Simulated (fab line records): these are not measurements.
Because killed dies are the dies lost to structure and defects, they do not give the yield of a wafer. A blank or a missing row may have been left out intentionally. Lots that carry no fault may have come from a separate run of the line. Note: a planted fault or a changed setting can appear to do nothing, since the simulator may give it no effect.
Chamber matching + flow n5Finfet + N5_BEOL_M9_DESCUM_33 on rieDiel-01 has 4 sister chambers
The step chemistry O2, time 7 s. 4 wafers are shown with their chamber, then 11 later ones without.

## EACH WAFER AND ITS CHAMBER
| wafer  | chamber | showerheadPlenumPTorr (Torr) |
|--------|---------|------------------------------|
| L085.1 | 2       | 2.10                         |
| L085.4 | 3       | 2.02                         |
| L085.5 | 0       | 2.04                         |
| L086.1 | 1       | 1.97                         |

## WAFERS WITH NO CHAMBER GIVEN
| wafer  | showerheadPlenumPTorr (Torr) |
|--------|------------------------------|
| L086.2 | 2.10                         |
| L086.4 | 2.04                         |
| L088.1 | 2.04                         |
| L088.3 | 2.01                         |
| L088.4 | 2.10                         |
| L093.3 | 1.96                         |
| L093.4 | 2.09                         |
| L093.5 | 2.01                         |
| L097.2 | 2.03                         |
| L097.3 | 2.01                         |
| L097.4 | 2.01                         |

## EACH ONE'S CHAMBER
| wafer  | from the rows above     | in truth |
|--------|-------------------------|----------|
| L086.2 | 2                       | 2        |
| L086.4 | 0                       | 0        |
| L088.1 | 0                       | 0        |
| L088.3 | 3                       | 3        |
| L088.4 | 2                       | 2        |
| L093.3 | 1                       | 1        |
| L093.4 | 2                       | 2        |
| L093.5 | 3                       | 3        |
| L097.2 | can't be placed: 3 or 0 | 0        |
| L097.3 | 3                       | 3        |
| L097.4 | 3                       | 3        |
Correct placement for 10 of the 11. Unplaceable from these rows: 1, with the true chamber sitting among the candidates in 1. Wrongly placed: 0.
How it was worked out, from the rows above alone: a wafer's distance from a chamber is the root of the sum, over the readings, of the square of ((its reading less the chamber's mean) divided by the reading's scatter). If the next closest chamber is less than 2 further off than the closest, the wafer can't be placed; otherwise it belongs to the closest. A chamber's mean is the mean of its shown wafers. The scatter (one wafer shown for each chamber): square how far every hidden wafer sits from the nearest shown wafer, average those squares and take the square root.
